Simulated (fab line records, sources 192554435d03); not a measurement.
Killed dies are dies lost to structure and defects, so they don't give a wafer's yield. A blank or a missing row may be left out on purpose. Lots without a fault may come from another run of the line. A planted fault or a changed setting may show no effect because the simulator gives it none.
Which tool did it? | flow n5_finfet | 10 lots, 29 wafers sampled, at 7 steps of a route of 1938

WHAT THE GAUGES READ, wafer by wafer
N5_DUMMY_GATE_INSPECT_27: inspects for defects (brightfield). Usual: raw_defect_count 309, standard deviation 76.
lot  | measured    | on                | raw_defect_count | flag
L385 | day 3 00:06 | defect_inspect-01 | 444 373 346      |
L387 | day 3 13:19 | defect_inspect-02 | 292 233 242      |
L390 | day 4 04:50 | defect_inspect-01 | 353 374 395      |
L391 | day 4 11:19 | defect_inspect-01 | 280 239 334      |
L393 | day 5 01:32 | defect_inspect-02 | 1292 1350 1326   | OFF
L398 | day 6 07:56 | defect_inspect-02 | 333 272 266      |
L399 | day 6 11:31 | defect_inspect-01 | 450 352 272      |
L403 | day 7 12:57 | defect_inspect-01 | 388 504          |
L405 | day 7 22:45 | defect_inspect-01 | 532 460 320      |
L407 | day 8 11:47 | defect_inspect-02 | 278 255 322      |

N5_SPACER0_INSPECT_04: inspects for defects (darkfield). Usual: raw_defect_count 147, standard deviation 35.
lot  | measured    | on                | raw_defect_count | flag
L385 | day 3 00:42 | defect_inspect-02 | 173 199 139      |
L387 | day 3 13:55 | defect_inspect-02 | 126 125 105      |
L390 | day 4 05:26 | defect_inspect-01 | 151 167 142      |
L391 | day 4 11:55 | defect_inspect-01 | 144 125 134      |
L393 | day 5 04:08 | defect_inspect-02 | 1202 1259 1224   | OFF
L398 | day 6 08:32 | defect_inspect-02 | 153 144 138      |
L399 | day 6 12:08 | defect_inspect-02 | 192 139 128      |
L403 | day 7 13:41 | defect_inspect-02 | 213 206          |
L405 | day 7 23:37 | defect_inspect-01 | 242 180 119      |
L407 | day 8 15:02 | defect_inspect-02 | 134 138 210      |

N5_SD_EPI_N_INSPECT_11: inspects for defects (macro). Usual: raw_defect_count 2.0, standard deviation 1.3.
lot  | measured    | on                | raw_defect_count | flag
L385 | day 3 01:10 | defect_inspect-02 | 1 2 2            |
L387 | day 3 14:14 | defect_inspect-02 | 2 4 3            |
L390 | day 4 05:53 | defect_inspect-01 | 0 1 2            |
L391 | day 4 12:22 | defect_inspect-02 | 4 5 3            |
L393 | day 5 04:35 | defect_inspect-02 | >300 >300 >300   | OFF
L398 | day 6 08:52 | defect_inspect-01 | 3 2 1            |
L399 | day 6 12:27 | defect_inspect-01 | 2 2 6            |
L403 | day 7 14:01 | defect_inspect-01 | 3 2              |
L405 | day 7 23:56 | defect_inspect-01 | 3 2 1            |
L407 | day 8 15:21 | defect_inspect-02 | 5 3 2            |

WHICH TOOL RAN EACH LOT (tool, then ch and the chambers of the sampled wafers, then the start)
lot  | N5_DUMMY_GATE_ETCH_31             | N5_DUMMY_GATE_STRIP_41            | N5_DUMMY_GATE_HM_OPEN_21          | N5_DUMMY_GATE_PRECLEAN_51
L385 | rie_diel-06 ch 0,1,2, day 2 23:21 | rie_diel-06 ch 0,1,2, day 2 23:24 | rie_diel-06 ch 0,1,2, day 2 23:26 | wet_bench-04 ch 2,3,6, day 3 00:01
L387 | rie_diel-06 ch 1,2, day 3 12:34   | rie_diel-06 ch 1,2, day 3 12:37   | rie_diel-06 ch 1,2, day 3 12:40   | wet_bench-05 ch 0,5,6, day 3 13:13
L390 | rie_diel-05 ch 0,1,2, day 4 04:07 | rie_diel-05 ch 0,1,2, day 4 04:09 | rie_diel-05 ch 0,1,2, day 4 04:11 | wet_bench-01 ch 4,5,7, day 4 04:45
L391 | rie_diel-06 ch 0,1,3, day 4 10:26 | rie_diel-06 ch 0,1,3, day 4 10:29 | rie_diel-06 ch 0,1,3, day 4 10:31 | wet_bench-01 ch 2,3,6, day 4 11:14
L393 | rie_diel-06 ch 1,2,3, day 5 00:48 | rie_diel-06 ch 1,2,3, day 5 00:51 | rie_diel-06 ch 1,2,3, day 5 00:53 | wet_bench-01 ch 1,6,7, day 5 01:26
L398 | rie_diel-03 ch 0,1,3, day 6 07:14 | rie_diel-03 ch 0,1,3, day 6 07:16 | rie_diel-03 ch 0,1,3, day 6 07:22 | wet_bench-05 ch 2,3,5, day 6 07:51
L399 | rie_diel-03 ch 0,3, day 6 10:47   | rie_diel-03 ch 0,3, day 6 10:50   | rie_diel-03 ch 0,3, day 6 10:53   | wet_bench-05 ch 1,3,7, day 6 11:26
L403 | rie_diel-05 ch 2,3, day 7 12:12   | rie_diel-05 ch 2,3, day 7 12:14   | rie_diel-05 ch 2,3, day 7 12:17   | wet_bench-05 ch 5,6, day 7 12:52
L405 | rie_diel-05 ch 0,1, day 7 21:46   | rie_diel-05 ch 0,1, day 7 21:48   | rie_diel-05 ch 0,1, day 7 21:50   | wet_bench-05 ch 1,6,7, day 7 22:39
L407 | rie_diel-03 ch 0,2,3, day 8 11:01 | rie_diel-03 ch 0,2,3, day 8 11:04 | rie_diel-03 ch 0,2,3, day 8 11:07 | wet_bench-05 ch 0,2,7, day 8 11:41
- N5_DUMMY_GATE_ETCH_31: etches SiO2 in C4F6/O2, target depth 82.5 nm, time 27.5 s.
- N5_DUMMY_GATE_STRIP_41: strips in O2.
- N5_DUMMY_GATE_HM_OPEN_21: chemistry CH3F/O2, target SiNx, target depth 120 nm, time 171.4 s.
- N5_DUMMY_GATE_PRECLEAN_51: cleans in SC2, time 45 s.

WHAT THE TOOLS THEMSELVES READ (means of the sampled wafers that have a number; where no wafer has one, the mark that the record gives instead)
N5_DUMMY_GATE_ETCH_31. Usual: O2_flow_sccm 10.00 sccm, standard deviation 0.032; drypump_motor_current_A 5.76 A, standard deviation 0.25; mfc_ar_sccm 299.9 sccm, standard deviation 0.95; oes_product_au 0.79 a.u., standard deviation 0.085; rf_vpp_V 666 V, standard deviation 12; showerhead_plenum_p_Torr 2.85 Torr, standard deviation 0.082; throttle_valve_pct 21.21 %, standard deviation 0.22.
lot  | tool        | O2_flow_sccm (sccm) | drypump_motor_current_A (A) | mfc_ar_sccm (sccm) | oes_product_au (a.u.) | rf_vpp_V (V) | showerhead_plenum_p_Torr (Torr) | throttle_valve_pct (%) | flag
L385 | rie_diel-06 | 10.02               | 5.76                        | 300.2              | 0.75                  | 664          | 2.88                            | 21.15                  |
L387 | rie_diel-06 | 9.98                | 5.64                        | 299.2              | 0.73                  | 668          | 2.87                            | 21.03                  |
L390 | rie_diel-05 | 10.02               | 5.74                        | 299.2              | 0.84                  | 670          | 2.83                            | 21.01                  |
L391 | rie_diel-06 | 10.02               | 5.84                        | 300.0              | 0.83                  | 660          | 2.91                            | 21.28                  |
L393 | rie_diel-06 | 10.02               | 5.74                        | 299.7              | 0.80                  | 665          | 2.90                            | 21.17                  |
L398 | rie_diel-03 | 9.97                | 5.62                        | 299.8              | 0.74                  | 667          | 2.80                            | 21.29                  |
L399 | rie_diel-03 | 10.00               | 5.31                        | 300.2              | 0.75                  | 663          | 2.85                            | 21.29                  |
L403 | rie_diel-05 | 9.99                | 5.87                        | 300.3              | 0.91                  | 677          | 2.96                            | 21.15                  |
L405 | rie_diel-05 | 9.98                | 5.80                        | 298.8              | 0.77                  | 666          | 2.77                            | 21.18                  |
L407 | rie_diel-03 | 9.99                | 5.39                        | 299.7              | 0.79                  | 669          | 2.90                            | 21.23                  |

N5_DUMMY_GATE_STRIP_41. Usual: drypump_motor_current_A 5.75 A, standard deviation 0.25; oes_product_au 0.79 a.u., standard deviation 0.085; rf_vpp_V 3.7 V, standard deviation 0.49; showerhead_plenum_p_Torr 2.10 Torr, standard deviation 0.066; throttle_valve_pct 16.72 %, standard deviation 0.2.
lot  | tool        | drypump_motor_current_A (A) | oes_product_au (a.u.) | rf_vpp_V (V) | showerhead_plenum_p_Torr (Torr) | throttle_valve_pct (%) | flag
L385 | rie_diel-06 | 5.75                        | 0.75                  | 4.0          | 2.14                            | 16.74                  |
L387 | rie_diel-06 | 5.64                        | 0.74                  | 3.8          | 2.14                            | 16.68                  |
L390 | rie_diel-05 | 5.72                        | 0.81                  | 3.7          | 2.08                            | 16.51                  |
L391 | rie_diel-06 | 5.83                        | 0.83                  | 3.6          | 2.16                            | 16.81                  |
L393 | rie_diel-06 | 5.72                        | 0.81                  | 3.4          | 2.15                            | 16.75                  |
L398 | rie_diel-03 | 5.63                        | 0.74                  | 3.6          | 2.05                            | 16.73                  |
L399 | rie_diel-03 | 5.29                        | 0.75                  | 3.7          | 2.08                            | 16.66                  |
L403 | rie_diel-05 | 5.86                        | 0.91                  | 3.5          | 2.17                            | 16.56                  |
L405 | rie_diel-05 | 5.79                        | 0.75                  | 3.4          | 2.04                            | 16.73                  |
L407 | rie_diel-03 | 5.38                        | 0.79                  | 4.2          | 2.13                            | 16.65                  |

N5_DUMMY_GATE_HM_OPEN_21. Usual: O2_flow_sccm 23.00 sccm, standard deviation 0.074; drypump_motor_current_A 5.75 A, standard deviation 0.25; mfc_ar_sccm 150.0 sccm, standard deviation 0.46; oes_product_au 0.79 a.u., standard deviation 0.085; rf_vpp_V 300 V, standard deviation 5.3; showerhead_plenum_p_Torr 2.03 Torr, standard deviation 0.061; throttle_valve_pct 16.50 %, standard deviation 0.19.
lot  | tool        | O2_flow_sccm (sccm) | drypump_motor_current_A (A) | mfc_ar_sccm (sccm) | oes_product_au (a.u.) | rf_vpp_V (V) | showerhead_plenum_p_Torr (Torr) | throttle_valve_pct (%) | flag
L385 | rie_diel-06 | 23.00               | 5.74                        | 150.2              | 0.76                  | 298          | 2.05                            | 16.47                  |
L387 | rie_diel-06 | 23.03               | 5.65                        | 150.7              | 0.73                  | 300          | 2.04                            | 16.37                  |
L390 | rie_diel-05 | 22.97               | 5.71                        | 149.9              | 0.82                  | 301          | 2.01                            | 16.30                  |
L391 | rie_diel-06 | 22.99               | 5.86                        | 150.1              | 0.83                  | 297          | 2.07                            | 16.57                  |
L393 | rie_diel-06 | 22.98               | 5.75                        | 149.8              | 0.80                  | 299          | 2.06                            | 16.47                  |
L398 | rie_diel-03 | 22.96               | 5.62                        | 149.9              | 0.74                  | 300          | 1.99                            | 16.58                  |
L399 | rie_diel-03 | 23.02               | 5.29                        | 149.5              | 0.75                  | 298          | 2.02                            | 16.56                  |
L403 | rie_diel-05 | 22.98               | 5.85                        | 150.1              | 0.92                  | 305          | 2.10                            | 16.38                  |
L405 | rie_diel-05 | 23.06               | 5.81                        | 150.4              | 0.77                  | 300          | 1.96                            | 16.48                  |
L407 | rie_diel-03 | 22.99               | 5.38                        | 150.0              | 0.79                  | 301          | 2.06                            | 16.48                  |

THE ANSWER, worked out from the rows above alone
Rule: a lot is off if the mean of its wafers that have a number lies more than 3 standard deviations from the usual mean. A lot without any number at a reading at which 4 lots or more have one is off too. The other lots that the step has rows for count as sound. The gauges are gone through in route order, then the tools' own readings, and for those a lot's mean is taken as printed above. The first step at which some lot is off is used, and at that step the reading that is off furthest; a lot without a number counts as furthest.
Off: L393, at N5_DUMMY_GATE_INSPECT_27 (raw_defect_count).
A tool fits if, at a process step before that reading, it ran every lot that is off, and no sound lot after the first of them. The gauges at N5_DUMMY_GATE_INSPECT_27 are tried like those tools. Can't be told from this: 2 tools fit, rie_diel-06 at N5_DUMMY_GATE_ETCH_31 and N5_DUMMY_GATE_STRIP_41 and N5_DUMMY_GATE_HM_OPEN_21, wet_bench-01 at N5_DUMMY_GATE_PRECLEAN_51.

WHAT THE SIMULATOR HAD PUT IN
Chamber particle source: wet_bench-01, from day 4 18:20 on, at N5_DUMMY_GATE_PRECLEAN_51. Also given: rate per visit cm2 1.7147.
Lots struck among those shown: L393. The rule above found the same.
